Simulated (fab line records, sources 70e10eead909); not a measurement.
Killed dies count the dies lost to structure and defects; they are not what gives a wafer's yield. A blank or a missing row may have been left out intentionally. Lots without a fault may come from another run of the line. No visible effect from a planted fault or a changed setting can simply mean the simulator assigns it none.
Chamber matching :: flow nand_harc :: NHARC_A_CONTACT_ETCH_88 on rie_diel-11: 3 sister chambers
The step etches the open film in CF4, target depth 39 nm, time 65 s. 3 wafers are shown with their chamber, then 4 later ones without.

WAFERS, EACH WITH ITS CHAMBER
wafer: L264.6
chamber: 3
drypump_motor_current_A (A): 6.5

wafer: L266.6
chamber: 0
drypump_motor_current_A (A): 5.2

wafer: L273.1
chamber: 1
drypump_motor_current_A (A): 5.5

WAFERS WHOSE CHAMBER IS MISSING
wafer: L273.5
drypump_motor_current_A (A): 5.2

wafer: L277.4
drypump_motor_current_A (A): 5.2

wafer: L277.5
drypump_motor_current_A (A): 6.6

wafer: L276.1
drypump_motor_current_A (A): 5.5

WHICH CHAMBER EACH ONE RAN IN
wafer: L273.5
from the rows above: 0
in truth: 0

wafer: L277.4
from the rows above: 0
in truth: 0

wafer: L277.5
from the rows above: 3
in truth: 3

wafer: L276.1
from the rows above: 1
in truth: 1
Correctly placed: 4 of 4. Left unplaced by these rows: 0. 0 placed wrongly.
How it was worked out, from the rows above alone: a wafer's distance from a chamber is the root of the sum, over the readings, of the square of ((its reading less the chamber's mean) divided by the reading's scatter). If the next closest chamber is less than 2 further off than the closest, the wafer can't be placed; otherwise it belongs to the closest. The mean given for a chamber averages the wafers shown for that chamber. The scatter: root of mean squared gap, hidden wafer to nearest shown wafer, with one shown wafer a chamber.
